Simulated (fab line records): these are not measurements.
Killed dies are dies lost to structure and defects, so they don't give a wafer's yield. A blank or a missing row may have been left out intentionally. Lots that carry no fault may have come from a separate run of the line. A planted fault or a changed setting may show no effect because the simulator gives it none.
Comparing a struck lot with a sound one | flow nand-harc | 30 steps out of a route of 1159
Sound: the wafers L401.1, L401.3, L401.4. Struck: wafers L409.2, L409.3, L409.5. The cause is given at the end.
For every step that has rows: the tool of each side, followed by ch and its chambers, followed by its first start. Under that, the readings that differ: sound wafers | struck wafers | difference of the means | sigmas: that difference in standard deviations of wafers without a fault.
alike: a reading whose means differ by less than 2 such deviations, as well as words and numbers matching on both sides. not compared: withheld readings; readings where some wafer has no value; bounds like >300 that might hide an equal value; numbers whose values overlap and for which the record gives no deviation.
Wherever a step has rows on one side only, a row that says differs or no value, or a row with sigmas, the two part there. Numbers that don't overlap but have no deviation are shown without sigmas and don't part them. A reading that every wafer of one side lacks parts them only if that side has two wafers or more.

first, 2 steps without rows for these wafers: NHARC_A_WL_FILL_ALD_10 (deposits SiO2, target thk 50 nm, pulse time 10 s, ald cycles 500); NHARC_A_WL_FILL_ETCHBACK_16 (etches the open film in C4F8/O2/Ar, target depth 88 nm, time 17.6 s).
NHARC_A_WL_FILL_STRIP_29: strips in O2, time 20 s.
  sound on rie-diel-12 ch 0,2,3, day 16 10:10; struck on rie-diel-10 ch 1,3, day 19 14:01
  alike: drypump-motor-current-A, o2-flow-sccm, oes-product-au, rf-vpp-V, showerhead-plenum-p-Torr, throttle-valve-pct
  not compared: rf-hours-counter-h
NHARC_A_WL_FILL_ETCHBACK_17: etches the open film in Cl2/BCl3, target depth 4 nm, time 26.7 s.
  sound on rie-metal-02 ch 0,1, day 16 10:16; struck on rie-metal-03 ch 1, day 19 14:07
  reading               | sound             | struck            | difference | sigmas
  oes-product-au (a.u.) | 0.991 0.984 0.991 | 1.001 1.010 1.013 | +0.019     | +3
  alike: drypump-motor-current-A
  not compared: rf-hours-counter-h
then, 3 steps without rows for these wafers: NHARC_A_WL_FILL_PRECLEAN_18 (cleans in dHF, time 30 s); NHARC_A_WL_FILL_SRD_21; NHARC_A_WL_FILL_CVD_23 (deposits poly-Si, target thk 40 nm, time 800 s).
NHARC_A_WL_FILL_ETCHBACK_26: etches the open film in HBr, target depth 52 nm, time 13.3 s.
  sound on rie-si-05 ch 1,2,3, day 16 14:20; struck on rie-si-03 ch 1,2, day 19 19:25
  alike: drypump-motor-current-A, oes-product-au, throttle-valve-pct
  not compared: rf-hours-counter-h
then, 4 steps without rows for these wafers: NHARC_A_WL_FILL_PRECLEAN_30 (cleans in dHF, time 10 s); NHARC_A_WL_FILL_SRD_14; NHARC_A_WL_FILL_ALD_19 (deposits TiN, target thk 2 nm, pulse time 3 s, ald cycles 100); NHARC_A_WL_FILL_CVD_20 (deposits W, target thk 75 nm, time 5064 s).
NHARC_A_WL_FILL_CMP_12: polishes, t overpolish 30 s, target thk 75 nm.
  sound on cmp-01 ch 0,1,2, day 16 21:44; struck on cmp-01 ch 1,2, day 20 00:56
  alike: motor-current-A, overpolish-run-s, slurry-filter-dp-kPa, time-to-endpoint-s
next, for these wafers, 1 step has no rows: NHARC_A_WL_FILL_SRD_31.
NHARC_A_WL_FILL_INSPECT_15:
  sound: defect-inspect-01 at day 16 22:13; struck: defect-inspect-01 at day 20 01:35
  reading          | sound       | struck         | difference | sigmas
  raw-defect-count | 370 342 455 | 1345 1478 1428 | +1028      | +8
  not compared: hold
NHARC_A_CONTACT_DEP_28: deposits aC, target thk 3600 nm.
  sound on acl-dep-02 ch 0, day 16 23:12; struck on acl-dep-03 ch 0, day 20 05:57
  alike: throttle-valve-pct
NHARC_A_CONTACT_DEP_29: deposits SiON, target thk 70 nm.
  sound on pecvd-03 ch 0,1,2, day 17 01:25; struck on pecvd-03 ch 0,1, day 20 07:50
  alike: heater-power-w
then, 10 steps without rows for these wafers: NHARC_A_CONTACT_DEHYDRATE_32 (time 120 s); NHARC_A_CONTACT_HMDS_33 (time 30 s); NHARC_A_CONTACT_COAT_34 (time 75 s); NHARC_A_CONTACT_COAT_35 (time 65 s); NHARC_A_CONTACT_COAT_36 (resist thk 90 nm); NHARC_A_CONTACT_SOFTBAKE_37 (time 55 s); NHARC_A_CONTACT_EBR_38; NHARC_A_CONTACT_EXPOSE_39 (exposes mask A CC 3); NHARC_A_CONTACT_PEB_40 (peb time 65 s); NHARC_A_CONTACT_DEVELOP_41 (develop time 35 s).
NHARC_A_CONTACT_CD_MEAS_42: the cd target is 200 nm.
  sound on cd-sem-03 ch 0, day 17 02:01; struck on cd-sem-01 ch 0, day 20 08:26
  alike: cd-nm
NHARC_A_CONTACT_OVL_MEAS_43:
  sound: overlay-02 at day 17 02:06; struck: overlay-02 at day 20 08:32
  alike: overlay-x-nm, overlay-y-nm
NHARC_END_SORT_01:
  the record has rows for the sound wafers here (prober-01 ch 0, day 20 02:19) and none for the struck ones

WHERE THEY PART
Earliest at NHARC_A_WL_FILL_ETCHBACK_17; latest, in this record, at NHARC_END_SORT_01.

WHY: whatever the simulator had introduced
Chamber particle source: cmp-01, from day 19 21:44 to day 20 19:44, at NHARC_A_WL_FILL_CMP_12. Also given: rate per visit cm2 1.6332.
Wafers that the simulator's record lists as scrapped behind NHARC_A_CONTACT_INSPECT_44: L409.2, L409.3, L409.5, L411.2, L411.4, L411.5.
